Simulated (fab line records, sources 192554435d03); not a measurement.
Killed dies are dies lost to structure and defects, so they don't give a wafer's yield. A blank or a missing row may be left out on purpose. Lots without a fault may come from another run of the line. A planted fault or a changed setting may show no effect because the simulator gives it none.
A struck lot beside a sound one | flow n5_finfet | 15 steps out of a route of 1938
Sound: wafers L588.1, L588.2, L588.5. Struck: wafers L595.1, L595.5, L595.6. The cause comes at the end.
At each step with rows: each side's tool, then ch and its chambers, then its first start. Under that, the readings that differ: sound wafers | struck wafers | difference of the means | sigmas: that difference in standard deviations of wafers without a fault.
alike: readings whose means differ by less than 2 such deviations, and words and numbers that are the same on both sides. not compared: withheld readings, readings that some wafer has no value for, bounds like >300 that may hide the same value, and numbers for which the record gives no deviation and whose values overlap.
The two part at a step that has a row with sigmas, a row that says differs or no value, or rows on one side only. Numbers that don't overlap but have no deviation are shown without sigmas and don't part them. A reading that every wafer of one side lacks parts them only if that side has two wafers or more.

N5_BEOL_M4_SPUTTER_92: material Cu, target thk 4.5 nm, time 8.29 s.
  sound on pvd_sputter-01, day 10 14:23; struck on pvd_sputter-01, day 12 13:51
  alike: throttle_valve_pct
then, 1 step without rows for these wafers: N5_BEOL_M4_ANNEAL_93 (time 240 s).
N5_BEOL_M4_SPUTTER_94: material Cu, target thk 4.5 nm, time 8.29 s.
  sound on pvd_sputter-01, day 10 14:36; struck on pvd_sputter-01, day 12 14:04
  alike: throttle_valve_pct
then, 1 step without rows for these wafers: N5_BEOL_M4_ANNEAL_95 (time 240 s).
N5_BEOL_M4_SPUTTER_96: material Cu, target thk 4.5 nm, time 8.29 s.
  sound on pvd_sputter-01, day 10 14:49; struck on pvd_sputter-01, day 12 14:17
  alike: throttle_valve_pct
then, 3 steps without rows for these wafers: N5_BEOL_M4_ECD_50 (material Cu, target thk 300 nm); N5_BEOL_M4_ANNEAL_51 (time 90 s); N5_BEOL_M4_CMP_52 (polishes, stops on SiOC, t overpolish 6.8 s, target thk 40 nm).
N5_BEOL_M4_THK_MEAS_53: measures by xrf.
  sound on film_metro-02, day 10 15:53; struck on film_metro-02, day 12 15:05
  alike: M4_THK
N5_BEOL_M4_PRE_CLEAN_60: time 15 s.
  sound on cvd_co-01 ch 0,1, day 10 15:55; struck on cvd_co-02 ch 0,1, day 12 15:07
  alike: heater_power_w
N5_BEOL_M4_CO_CAP_55: material Co, precursor CCTBA/H2, target thk 2 nm, time 102.1 s.
  sound on cvd_co-01 ch 0,1, day 10 15:58; struck on cvd_co-02 ch 0,1, day 12 15:10
  alike: heater_power_w
then, 1 step without rows for these wafers: N5_BEOL_M4_PRE_CLEAN_56 (time 15 s).
N5_BEOL_M4_DEP_57: deposits SiCN from 3MS/NH3, target thk 8 nm, time 14 s.
  sound on pecvd-02 ch 0,1, day 10 16:04; struck on pecvd-03 ch 1,2, day 12 15:17
  no value came back on the struck wafers for any of 5 readings (chamber_pressure_Torr (Torr), rf_fwd_power_W (W) and others); on the sound wafers chamber_pressure_Torr (Torr) reads 3.000 2.993 2.999
N5_BEOL_M4_RC_MEAS_101:
  the record has rows for the sound wafers here (prober-02 ch 0, day 10 16:11) and none for the struck ones
-- the record jumps here: 4 days lie between the struck wafers' starts before and after (it left off in module BEOL_M4 and takes up again in module PASSIVATION, whose first step shown is number 1936 of the route) --
N5_PASSIVATION_PROBE_49:
  the record has rows for the struck wafers here (prober-02, day 16 21:32) and none for the sound ones

WHERE THEY PART
First at N5_BEOL_M4_DEP_57; last, within this record, at N5_PASSIVATION_PROBE_49.

WHY: what the simulator had put in
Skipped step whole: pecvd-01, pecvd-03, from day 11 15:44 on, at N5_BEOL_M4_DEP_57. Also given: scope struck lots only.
